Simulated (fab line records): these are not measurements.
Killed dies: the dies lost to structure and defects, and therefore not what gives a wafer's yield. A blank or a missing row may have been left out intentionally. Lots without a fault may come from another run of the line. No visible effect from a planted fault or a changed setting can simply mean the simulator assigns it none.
Struck lot and sound lot, side by side ; flow n5 finfet ; 39 steps out of a route of 1938
Sound: wafers L626.2, L626.3, L626.6. Struck: wafers L623.2, L623.4 (left out: L623.6, a lot-mate that was not struck); the cause follows at the end.
Each step with rows lists, per side, the tool, then ch with its chambers, then its first start. Under that, the readings that differ: sound wafers ; struck wafers ; difference of the means ; sigmas: that difference in standard deviations of wafers without a fault.
alike: words and numbers the same on both sides, and readings whose means are apart by under 2 such deviations; not compared: readings that were withheld, readings missing a value for some wafer, numbers with overlapping values and no deviation given by the record, and bounds like >300 which may hide the same value.
A row with sigmas, a row that says differs or no value, or rows on one side alone: a step with any of these is where the two part. Numbers that have no deviation but don't overlap get no sigmas and don't part them. A reading missing from all wafers of one side parts the sides only when that side holds two or more wafers.

first, 9 steps without rows for these wafers: N5_HKMG_FIN_DESCUM_17 (chemistry O2, time 7.9 s); N5_HKMG_FIN_ETCH_31 (etches SiARC in CF4, target depth 45.5 nm, time 75.8 s); N5_HKMG_FIN_ETCH_32 (etches SOC in N2/H2, target depth 240 nm, time 300 s); N5_HKMG_FIN_STRIP_33 (strips in N2/H2); N5_HKMG_FIN_STRIP_34 (strips in CF4); N5_HKMG_FIN_ETCH_35 (etches SOC in N2/H2, target depth 215.8 nm, time 243.4 s); N5_HKMG_FIN_STRIP_92 (strips SOC in N2/H2, time 20 s); N5_HKMG_FIN_WET_ETCH_18 (etches TiN in SC1, time 55 s, target depth 5.2 nm, rinse time 30 s); N5_HKMG_FIN_STRIP_19 (strips in N2/H2, time 360 s).
N5_HKMG_FIN_ALD_91: deposits TiN, target thk 1 nm, pulse time 1 s, purge time 3 s.
  sound on ald metal-03 ch 0,1,3, day 7 22:55; struck on ald metal-04 ch 2,3, day 7 07:02
reading;sound;struck;difference;sigmas
ald cycles;47 47 47;65 65;+18;
model.TiN_of_HKMG_FIN_ALD_91.thk nm (nm);1 1 1;1.4 1.4;+0.4;
  alike: chamber pressure Torr, heater power w, precursor pulse height rel
then, 27 steps without rows for these wafers: N5_HKMG_FIN_COAT_85 (time 60 s, resist thk 300 nm); N5_HKMG_FIN_ETCH_86 (etches SOC in N2/H2, stops on TiN, target depth 393.2 nm); N5_HKMG_FIN_STRIP_89 (strips SOC in N2/H2, time 20 s); N5_HKMG_FIN_WET_ETCH_87 (etches TiN in SC1, time 154.2 s, target depth 4.7 nm, rinse time 30 s); N5_HKMG_FIN_STRIP_88 (strips in N2/H2, time 360 s); N5_HKMG_FIN_NWFM_ALD_20 (deposits TiAlC, target thk 2 nm, pulse time 3 s, purge time 2 s); N5_HKMG_FIN_ALD_71 (deposits TiN, target thk 1 nm, pulse time 1 s, purge time 3 s); N5_HKMG_FIN_COAT_66 (time 60 s, resist thk 300 nm); N5_HKMG_FIN_ETCH_67 (etches SOC in N2/H2, stops on TiN, target depth 388.9 nm); N5_HKMG_FIN_STRIP_90 (strips SOC in N2/H2, time 20 s); N5_HKMG_FIN_WET_ETCH_73 (etches the open film in SC1, time 42.3 s, target depth 1.3 nm, rinse time 30 s); N5_HKMG_FIN_ETCHBACK_68 (etches the open film in Cl2/Ar, stops on HfO2, target depth 0.5 nm); N5_HKMG_FIN_STRIP_69 (strips in N2/H2, time 360 s); N5_HKMG_FIN_ALD_21 (deposits TiN, target thk 1.5 nm, pulse time 1 s, purge time 3 s); N5_HKMG_FIN_ALD_72 (deposits W, target thk 2 nm, pulse time 1 s, purge time 2 s); N5_HKMG_FIN_W_FILL_22 (material W, target thk 60 nm, time 18.2 s); N5_HKMG_FIN_PRECLEAN_83 (cleans in DIW, time 57.5 s); N5_HKMG_FIN_SRD_84 (dry time 32 s); N5_HKMG_FIN_CMP_23 (polishes, stops on SiNx, t overpolish 10 s, target thk 46.326 nm); N5_HKMG_FIN_CMP_94 (polishes, stops on SiNx, t overpolish 4.7 s, target thk 43.299 nm); N5_GATE_CUT_ETCHBACK_00 (etches W in SF6/Cl2); N5_GATE_CUT_ETCH_56 (etches TiN in Cl2/Ar, target depth 21.6 nm); N5_GATE_CUT_ETCHBACK_30 (etches TiN in Cl2/Ar, target depth 3 nm); N5_GATE_CUT_VAPOR_ETCH_60 (etches HfO2 in BCl3/Cl2); N5_GATE_CUT_ETCH_58 (etches SiNx in CH3F/O2, target depth 17 nm, time 128.6 s); N5_GATE_CUT_STRIP_59 (strips in N2/H2, time 20 s); N5_GATE_CUT_PRECLEAN_31 (cleans in DIW, time 300 s).
-- the record jumps here: 4 days lie between the struck wafers' starts before and after (it left off in module GATE_CUT and takes up again in module BEOL_M4, whose first step shown is number 1111 of the route) --
N5_BEOL_M4_RC_MEAS_101:
  sound on prober-01 ch 0, day 11 19:49; struck on prober-01 ch 0, day 11 10:56
reading;sound;struck;difference;sigmas
IOFF_N (nA/um);0.19 0.11 0.17;0.03 0.03;-0.13;-4
IOFF_N_85C (nA/um);3.7 2.2 3.4;0.8 0.7;-2.4;-5
IOFF_N_LIN (nA/um);0.085 0.054 0.080;0.014 0.014;-0.059;-5
IOFF_N_LONG (nA/um);5.82e-05 5.7e-05 5.7e-05;2.63e-05 2.71e-05;-3.07e-05;-13
IOFF_P_LIN (nA/um);0.099 0.077 0.100;0.135 0.133;+0.042;+3
IOFF_P_LONG (nA/um);0.000102 0.000104 0.000115;0.00014 0.000144;+0.00003;+4
ION_N (uA/um);676 649 679;572 584;-90;-8
ION_P (uA/um);464 451 468;472 482;+16;+2
VT_N (mV);250 253 249;292 291;+41;+13
VT_N_LONG (mV);273.0 274.6 274.0;314.1 314.8;+40.6;+20
VT_N_LVT (mV);93 101 94;139 138;+42;+14
VT_P (mV);-248 -254 -251;-242 -238;+11;+3
VT_P_LONG (mV);-275.4 -275.3 -274.5;-263.6 -263.4;+11.6;+4
VT_P_LVT (mV);-95.2 -101.0 -96.1;-87.7 -86.3;+10.4;+4
  alike: DIBL_N, DIBL_P, IOFF_P, SS_N, SS_P
-- the record jumps here: 4 days lie between the struck wafers' starts before and after (it left off in module BEOL_M4 and takes up again in module PASSIVATION, whose first step shown is number 1936 of the route) --
N5_PASSIVATION_PROBE_49:
  sound on prober-02 at day 16 03:04; struck on prober-01 at day 15 21:07
reading;sound;struck;difference;sigmas
killed at contacts;7 8 9;12 40;+18;+3
sort_bin_8_speed (%);0 0 0;90.85 88.31;+89.58;+99 or more
sort n pass;1078 1076 1076;0 0;-1077;-60
sort yield pct (%);91.4 91.2 91.2;0 0;-91;-61
  alike: defect limited yield, killed_at_M0_to_M3, killed_at_M4_up, killed at front end, killed at other, killed dies, killed open, killed short, sort_bin_5_function, sort_bin_6_memory

WHERE THEY PART
Earliest at N5_BEOL_M4_RC_MEAS_101; latest, in this record, at N5_PASSIVATION_PROBE_49.

WHY: what had been put in by the simulator
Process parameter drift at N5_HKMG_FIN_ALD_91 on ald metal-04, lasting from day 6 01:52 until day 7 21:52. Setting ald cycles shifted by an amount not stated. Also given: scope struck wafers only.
